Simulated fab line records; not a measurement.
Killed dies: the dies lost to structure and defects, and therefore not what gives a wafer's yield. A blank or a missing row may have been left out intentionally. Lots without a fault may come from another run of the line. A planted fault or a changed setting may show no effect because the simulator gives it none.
Split-lot trial	flow n5-finfet	route with 1938 steps; 7 lots, 39 wafers read

## SPLIT DETAILS
At N5_BEOL_M3_ETCH_41 (etches SiCN in CH3F/O2, target depth 29.9 nm, time 52.5 s), the setting target-depth-a was moved away from the recipe's 299 angstrom on 9 of the 39 wafers read, by -56.2% to +33.6%. All remaining wafers had this setting at the recipe value.

Reading taken at the split's own step.

## THE READING
etch.depth-nm (the simulator's own value, which no gauge read), in nm, at N5_BEOL_M3_ETCH_41 (etches SiCN in CH3F/O2, target depth 29.9 nm, time 52.5 s). The file does not state a usual value for it. Average 19.914 nm, standard deviation 0.25 nm, over the 30 wafers here run with the recipe.

wafer	tool, chamber at the split	target-depth-a as run, angstrom	against the recipe	etch.depth-nm, nm	against lot-mates on the recipe
L076.1	rie-diel-05, 3	299	recipe	19.82	-
L076.2	rie-diel-05, 0	299	recipe	19.93	-
L076.3	rie-diel-05, 1	299	recipe	20.06	-
L076.4	rie-diel-05, 2	399.4	+33.6%	26.74	+6.803
L076.5	rie-diel-05, 2	399.4	+33.6%	26.64	+6.703
L076.6	rie-diel-05, 1	399.4	+33.6%	26.77	+6.833
L078.1	rie-diel-05, 1	299	recipe	20.02	-
L078.2	rie-diel-05, 0	299	recipe	19.77	-
L078.3	rie-diel-05, 3,2	299	recipe	19.84	-
L078.6	rie-diel-05, 3,2	299	recipe	19.84	-
L078.4	rie-diel-05, 2	299	recipe	19.83	-
L078.5	rie-diel-05, 3	299	recipe	19.71	-
L085.1	rie-diel-05, 2	299	recipe	20.03	-
L085.2	rie-diel-05, 1	202.7	-32.2%	13.64	-6.350
L085.3	rie-diel-05, 3	202.7	-32.2%	13.61	-6.380
L085.4	rie-diel-05, 1	299	recipe	19.99	-
L085.5	rie-diel-05, 2	202.7	-32.2%	13.49	-6.500
L085.6	rie-diel-05, 3	299	recipe	19.95	-
L090.1	rie-diel-02, 1	299	recipe	20.19	-
L090.2	rie-diel-02, 0	299	recipe	19.54	-
L090.3	rie-diel-02, 3	299	recipe	19.56	-
L090.4	rie-diel-02, 2	299	recipe	19.45	-
L090.5	rie-diel-02, 2	299	recipe	19.43	-
L090.6	rie-diel-02, 1	299	recipe	20.06	-
L091.2	rie-diel-05, 3	299	recipe	19.94	-
L091.5	rie-diel-05, 1	299	recipe	20.11	-
L091.6	rie-diel-05, 2	299	recipe	20.04	-
L092.1	rie-diel-02, 2	130.9	-56.2%	8.611	-11.242
L092.2	rie-diel-02, 0	299	recipe	19.81	-
L092.3	rie-diel-02, 1	130.9	-56.2%	8.992	-10.861
L092.4	rie-diel-02, 3	299	recipe	19.83	-
L092.5	rie-diel-02, 0	299	recipe	19.92	-
L092.6	rie-diel-02, 1	130.9	-56.2%	8.946	-10.907
L097.1	rie-diel-06, 2	299	recipe	20.53	-
L097.2	rie-diel-06, 3	299	recipe	19.82	-
L097.3	rie-diel-06, 1	299	recipe	19.73	-
L097.4	rie-diel-06, 0	299	recipe	20.36	-
L097.5	rie-diel-06, 2	299	recipe	20.4	-
L097.6	rie-diel-06, 3	299	recipe	19.9	-
Where a row lists several chambers, the file gives one row for several wafers and doesn't say which wafer went through which chamber.

FIT RESULTS
A straight line over all 39 wafers: etch.depth-nm changes by +0.198 nm for each +1% of target-depth-a; r = +1.00; the points scatter about the line by 0.24 nm.
The same after taking each lot's own level away (the mean of its wafers on the recipe; 39 wafers): +0.198 nm for each +1%; r = +1.00; scatter 0.2 nm.
On that fit, the largest move of target-depth-a shifts the reading by 11 nm.
Across the lots, their own levels run from 19.7050 to 20.1233 nm, a range of 1.7 times the standard deviation given above.
So the lot-to-lot level changes the slope little: the two slopes agree.
Check: for one of the wafers moved furthest among these (-56.2%), held out of the fit, the line's prediction against its lot-mates is -11.1 nm. Against them it came out at -11.2 nm.

## THE OTHER SPLITS THESE WAFERS WENT THROUGH
Before the reading, these wafers also passed through other splits. Each is held against what the fit with the lots' levels taken away leaves over:
other split on the same wafers	wafers away from the commonest value	r with etch.depth-nm (lot level and that fit taken away)
N5_ZERO_LAYER_PECVD_02 time-s	12	-0.02
N5_PMOS_HMC_CHANNEL_EPI_HM_DEP_34 target-thk-a	9	-0.01
N5_SD_EPI_N_ETCH_45 target-depth-a	9	+0.14

## THE FILE'S OWN FIT
etch.depth-nm changes by +0.198 nm for each +1% of target-depth-a, r = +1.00.
